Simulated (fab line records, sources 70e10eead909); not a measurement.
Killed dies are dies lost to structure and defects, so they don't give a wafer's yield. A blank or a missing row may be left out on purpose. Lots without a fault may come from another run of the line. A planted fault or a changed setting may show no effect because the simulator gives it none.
Which tool did it? | flow nand_harc | 11 lots, 33 wafers sampled, at 7 steps of a route of 1302

WHAT THE GAUGES READ, wafer by wafer
NHARC_P_CONTACT_CD_MEAS_12: target cd 90 nm.
lot  | measured     | on        | cd_nm (nm)
L178 | day 6 07:26  | cd_sem-01 | 90.9 90.2 90.3
L179 | day 6 08:17  | cd_sem-02 | 90.4 89.1 89.2
L180 | day 7 02:38  | cd_sem-02 | 91.4 90.0 90.5
L183 | day 8 04:49  | cd_sem-02 | 89.4 89.5 90.5
L185 | day 8 17:31  | cd_sem-03 | 90.7 89.8 90.5
L184 | day 8 20:20  | cd_sem-01 | 90.2 90.8 90.9
L186 | day 9 09:34  | cd_sem-02 | 90.1 90.8 90.7
L187 | day 9 15:47  | cd_sem-02 | 90.4 89.6 88.4
L188 | day 10 09:59 | cd_sem-01 | 90.8 90.8 91.0
L192 | day 11 20:22 | cd_sem-02 | 79.9 79.0 79.8
L201 | day 15 07:12 | cd_sem-03 | 90.9 90.4 91.3

NHARC_P_CONTACT_CD_MEAS_19.
lot  | measured     | on        | cd_nm (nm)
L178 | day 6 08:29  | cd_sem-03 | 90.5 92.0 91.8
L179 | day 6 09:21  | cd_sem-01 | 89.1 86.9 93.5
L180 | day 7 03:43  | cd_sem-02 | 92.2 92.3 89.8
L183 | day 8 05:52  | cd_sem-02 | 90.3 89.7 88.2
L185 | day 8 18:34  | cd_sem-01 | 88.5 89.7 88.6
L184 | day 8 21:23  | cd_sem-02 | 90.9 90.2 90.7
L186 | day 9 10:37  | cd_sem-03 | 92.0 87.6 89.4
L187 | day 9 16:51  | cd_sem-03 | 89.8 86.1 87.2
L188 | day 10 11:11 | cd_sem-01 | 89.7 91.4 92.0
L192 | day 11 21:25 | cd_sem-03 | 78.6 78.2 79.0
L201 | day 15 08:15 | cd_sem-03 | 89.9 92.8 95.4

NHARC_END_SORT_01.
lot  | measured     | on        | killed_at_array | killed_at_other | killed_at_periphery | killed_dies | killed_open | killed_short
L192 | day 30 07:50 | prober-01 | 81 72 100       | 0 0 0           | 25 29 28            | 106 101 128 | 4 5 3       | 7 3 2

WHICH TOOL RAN EACH LOT (tool, then ch and the chambers of the sampled wafers, then the start)
lot  | NHARC_P_GATE_STRIP_95                | NHARC_P_CONTACT_EXPOSE_09          | NHARC_P_CONTACT_DESCUM_17          | NHARC_P_CONTACT_ETCH_18
L178 | plasma_asher-02 ch 0,1, day 6 03:49  | arfi_scanner-01 ch 0, day 6 07:17  | rie_diel-07 ch 0,1, day 6 07:38    | rie_diel-07 ch 0,1,3, day 6 08:29 or earlier
L179 | plasma_asher-01 ch 0,1, day 6 04:40  | arfi_scanner-02 ch 0, day 6 08:09  | rie_diel-11 ch 1,3, day 6 08:29    | rie_diel-11 ch 1,2,3, day 6 09:21 or earlier
L180 | plasma_asher-01 ch 0,1, day 6 23:19  | arfi_scanner-02 ch 0, day 7 02:29  | rie_diel-07 ch 0,1,3, day 7 02:50  | rie_diel-07 ch 1,2,3, day 7 03:43 or earlier
L183 | plasma_asher-02 ch 0,1, day 8 01:10  | arfi_scanner-01 ch 0, day 8 04:40  | rie_diel-11 ch 0,1,2, day 8 05:01  | rie_diel-11 ch 0,1, day 8 05:52 or earlier
L185 | plasma_asher-01 ch 0,1, day 8 14:03  | arfi_scanner-03 ch 0, day 8 17:22  | rie_diel-07 ch 0,2,3, day 8 17:43  | rie_diel-07 ch 0,1, day 8 18:34 or earlier
L184 | plasma_asher-01 ch 0,1, day 8 16:55  | arfi_scanner-01 ch 0, day 8 20:11  | rie_diel-08 ch 1,3, day 8 20:31    | rie_diel-08 ch 1,2, day 8 21:23 or earlier
L186 | plasma_asher-02 ch 0,1, day 9 06:08  | arfi_scanner-02 ch 0, day 9 09:26  | rie_diel-08 ch 1,2, day 9 09:46    | rie_diel-08 ch 0,1,3, day 9 10:37 or earlier
L187 | plasma_asher-02 ch 0,1, day 9 12:20  | arfi_scanner-03 ch 0, day 9 15:39  | rie_diel-08 ch 1,2, day 9 15:59    | rie_diel-08 ch 0,1, day 9 16:51 or earlier
L188 | plasma_asher-02 ch 0,1, day 10 06:39 | arfi_scanner-03 ch 0, day 10 09:51 | rie_diel-11 ch 0,2, day 10 10:10   | rie_diel-11 ch 0,1, day 10 11:11 or earlier
L192 | plasma_asher-01 ch 0,1, day 11 17:04 | arfi_scanner-01 ch 0, day 11 20:13 | rie_diel-07 ch 0,1,2, day 11 20:32 | rie_diel-07 ch 0,1,2, day 11 21:25 or earlier
L201 | plasma_asher-02 ch 0,1, day 15 03:39 | arfi_scanner-02 ch 0, day 15 07:04 | rie_diel-07 ch 0,2,3, day 15 07:23 | rie_diel-07 ch 0,1,3, day 15 08:15 or earlier
- NHARC_P_GATE_STRIP_95: strips in O2.
- NHARC_P_CONTACT_EXPOSE_09: exposes mask P CA, target cd 90 nm.
- NHARC_P_CONTACT_DESCUM_17: chemistry O2, time 3 s.
- NHARC_P_CONTACT_ETCH_18: etches the open film in C4F8/O2/Ar, target depth 481 nm, time 240.5 s.

WHAT THE TOOLS THEMSELVES READ (means of the sampled wafers that have a number; where no wafer has one, the mark that the record gives instead)
NHARC_P_GATE_STRIP_95.
lot  | tool            | drypump_motor_current_A (A) | heater_power_w (W)
L178 | plasma_asher-02 | 5.81                        | 319
L179 | plasma_asher-01 | 5.63                        | 301
L180 | plasma_asher-01 | 5.59                        | 325
L183 | plasma_asher-02 | 5.63                        | 311
L185 | plasma_asher-01 | 5.61                        | 325
L184 | plasma_asher-01 | 5.60                        | 318
L186 | plasma_asher-02 | 5.82                        | 319
L187 | plasma_asher-02 | 5.80                        | 319
L188 | plasma_asher-02 | 5.80                        | 321
L192 | plasma_asher-01 | 5.60                        | 319
L201 | plasma_asher-02 | 5.81                        | 311

NHARC_P_CONTACT_DESCUM_17.
lot  | tool        | chamber_pressure_mTorr (mTorr) | drypump_motor_current_A (A) | oes_product_au (a.u.) | rf_vpp_V (V) | showerhead_plenum_p_Torr (Torr) | throttle_valve_pct (%)
L178 | rie_diel-07 | 60.04                          | 6.2                         | 0.996                 | 58.1         | 1.95                            | 11.301
L179 | rie_diel-11 | 60.06                          | 6.2                         | 0.996                 | 57.5         | 2.00                            | 11.308
L180 | rie_diel-07 | 59.96                          | 6.0                         | 1.008                 | 58.3         | 1.97                            | 11.308
L183 | rie_diel-11 | 59.98                          | 5.8                         | 0.997                 | 57.5         | 1.92                            | 11.305
L185 | rie_diel-07 | 60.05                          | 5.9                         | 1.011                 | 58.0         | 1.97                            | 11.308
L184 | rie_diel-08 | 59.99                          | 5.5                         | 0.999                 | 57.4         | 1.89                            | 11.306
L186 | rie_diel-08 | 59.98                          | 5.5                         | 0.992                 | 58.3         | 1.86                            | 11.310
L187 | rie_diel-08 | 60.00                          | 5.5                         | 0.988                 | 57.6         | 1.86                            | 11.313
L188 | rie_diel-11 | 60.02                          | 5.6                         | 0.995                 | 57.5         | 1.97                            | 11.308
L192 | rie_diel-07 | 59.97                          | 6.0                         | 1.001                 | 57.8         | 1.90                            | 11.317
L201 | rie_diel-07 | 59.95                          | 5.9                         | 1.007                 | 58.9         | 1.96                            | 11.315

NHARC_P_CONTACT_ETCH_18.
lot  | tool        | chamber_pressure_mTorr (mTorr) | oes_product_au (a.u.) | rf_vpp_V (V)
L178 | rie_diel-07 | 24.992                         | 0.968                 | 982
L179 | rie_diel-11 | 24.982                         | 0.951                 | 978
L180 | rie_diel-07 | 24.986                         | 0.974                 | 977
L183 | rie_diel-11 | 25.010                         | 0.955                 | 985
L185 | rie_diel-07 | 24.988                         | 0.971                 | 981
L184 | rie_diel-08 | 25.005                         | 0.956                 | 977
L186 | rie_diel-08 | 24.987                         | 0.982                 | 978
L187 | rie_diel-08 | 24.988                         | 0.976                 | 976
L188 | rie_diel-11 | 25.006                         | 0.955                 | 981
L192 | rie_diel-07 | 24.995                         | 0.968                 | 978
L201 | rie_diel-07 | 24.972                         | 0.978                 | 982

THE ANSWER, worked out from the rows above alone
Rule: what is usual is taken from the lots themselves. Put in order of their means at a reading, lots are off if they are a third of the lots or fewer, leave a main group of 4 or more, and stand apart from it by a gap of 3 or more times the standard deviation of the main group's means; of several such gaps the widest counts. A main group whose means are all the same, to the digits that the tables above print for the reading, isn't used. A lot without any number at a reading at which 4 lots or more have one is off too. The other lots that the step has rows for count as sound. The gauges are gone through in route order, then the tools' own readings, and for those a lot's mean is taken as printed above. The first step at which some lot is off is used, and at that step the reading that is off furthest; a lot without a number counts as furthest.
Off: L192, at NHARC_P_CONTACT_CD_MEAS_12 (cd_nm). The main group: mean 90.3 nm, standard deviation 0.49.
A tool fits if, at a process step before that reading, it ran every lot that is off, and no sound lot after the first of them. The gauges at NHARC_P_CONTACT_CD_MEAS_12 aren't tried: what is off there is off at NHARC_P_CONTACT_CD_MEAS_19 too, on other tools, and a gauge's error can't cause that. Can't be told from this: 2 tools fit, plasma_asher-01 at NHARC_P_GATE_STRIP_95, arfi_scanner-01 at NHARC_P_CONTACT_EXPOSE_09.

WHAT THE SIMULATOR HAD PUT IN
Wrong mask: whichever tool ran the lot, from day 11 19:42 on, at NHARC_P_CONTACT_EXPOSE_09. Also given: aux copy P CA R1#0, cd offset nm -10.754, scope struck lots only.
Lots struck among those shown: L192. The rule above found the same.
